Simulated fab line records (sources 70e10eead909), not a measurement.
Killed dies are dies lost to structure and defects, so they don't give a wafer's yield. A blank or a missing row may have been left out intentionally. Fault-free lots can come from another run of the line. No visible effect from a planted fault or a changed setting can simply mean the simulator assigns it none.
Shared-tool check | flow nandHarc | Sample size 2 lots and 6 wafers

## REASON IT WAS OPENED
Flagged at NHARC_END_SORT_01: reading killedAtPeriphery, on 2 of 2 lots. Wafers without a fault read 3.9, standard deviation 2.6.
Rule: a lot is flagged in two cases, either no wafer of it has a number, or all its wafers with numbers fall more than 4 standard deviations from that mean. The other lots count as sound.

lot  | measured     | on        | killedAtPeriphery, wafer by wafer | flag
L350 | day 27 15:32 | prober-01 | 633 630 648                       | FLAGGED
L356 | day 29 23:56 | prober-01 | 639 638 637                       | FLAGGED
On average the flagged lots read 637.5, which is +633.6 against the usual, or +99 or more standard deviations.

## TOOL THAT RAN EACH LOT
4 process steps preceding the reading are held in the record, out of 1302 steps in the route. In each cell: the tool, then ch and the chambers that the sampled wafers went through, then the start.
lot  | flag    | NHARC_P_M1_ETCH_35                | NHARC_P_M1_PVD_21                      | NHARC_P_M1_PRE_CLEAN_32        | NHARC_P_M2_DEP_00
L350 | FLAGGED | rieDiel-12 ch 1,2, day 9 10:36    | pvdSputter-03, day 9 13:10 or earlier  | pecvd-02 ch 0,1,2, day 9 13:10 | pecvd-02 ch 0,1,2, day 9 13:44
L356 | FLAGGED | rieDiel-12 ch 1,2,3, day 11 18:46 | pvdSputter-02, day 11 21:20 or earlier | pecvd-03 ch 0,2, day 11 21:20  | pecvd-02 ch 0,1,2, day 11 21:53
What the steps here do:
- NHARC_P_M1_ETCH_35: etches the open film in N2/H2, target depth 40 nm, overetch 12 nm, time 43.94 s.
- NHARC_P_M1_PVD_21: deposits Cu, target thk 30 nm, time 20.49 s.
- NHARC_P_M1_PRE_CLEAN_32: time 12 s.
- NHARC_P_M2_DEP_00: deposits SiOC, target thk 182.5 nm.
- NHARC_END_SORT_01

## FLAGGED AGAINST TOTAL, ONE TOOL AT A TIME (gauges that did the reading follow at the end)
step                    | tool          | lots run | flagged | share of the flagged lots | sound lots run after its first flagged lot
NHARC_P_M1_ETCH_35      | rieDiel-12    | 2        | 2       | all                       | 0
NHARC_P_M1_PVD_21       | pvdSputter-02 | 1        | 1       | some                      | 0
NHARC_P_M1_PVD_21       | pvdSputter-03 | 1        | 1       | some                      | 0
NHARC_P_M1_PRE_CLEAN_32 | pecvd-02      | 1        | 1       | some                      | 0
NHARC_P_M1_PRE_CLEAN_32 | pecvd-03      | 1        | 1       | some                      | 0
NHARC_P_M2_DEP_00       | pecvd-02      | 2        | 2       | all                       | 0
NHARC_END_SORT_01       | prober-01     | 2        | 2       | all                       | 0
NHARC_P_M1_PVD_21: start missing for some lots; hours and lot order therefore follow NHARC_P_M1_PRE_CLEAN_32.

## WHAT THE TABLE PERMITS
rieDiel-12 at NHARC_P_M1_ETCH_35, pecvd-02 at NHARC_P_M2_DEP_00 and prober-01 at NHARC_END_SORT_01: these 3 rows of the table ran every flagged lot.
- rieDiel-12 at NHARC_P_M1_ETCH_35: 2 of its 2 lots flagged. No sound lot ran on it before its first flagged lot in this sample; the start therefore can't be narrowed down.
- pecvd-02 at NHARC_P_M2_DEP_00: 2 of its 2 lots flagged. No sound lot ran on it before its first flagged lot in this sample; the start therefore can't be narrowed down.
- prober-01 at NHARC_END_SORT_01: 2 of its 2 lots flagged. No sound lot ran on it before its first flagged lot in this sample; the start therefore can't be narrowed down.
Counting lots can't tell these 3 tools apart, because each fits a fault that began at some hour. More lots, or a look at what each step does to the wafer, might.

## WHAT THE SIMULATOR HAD INSERTED
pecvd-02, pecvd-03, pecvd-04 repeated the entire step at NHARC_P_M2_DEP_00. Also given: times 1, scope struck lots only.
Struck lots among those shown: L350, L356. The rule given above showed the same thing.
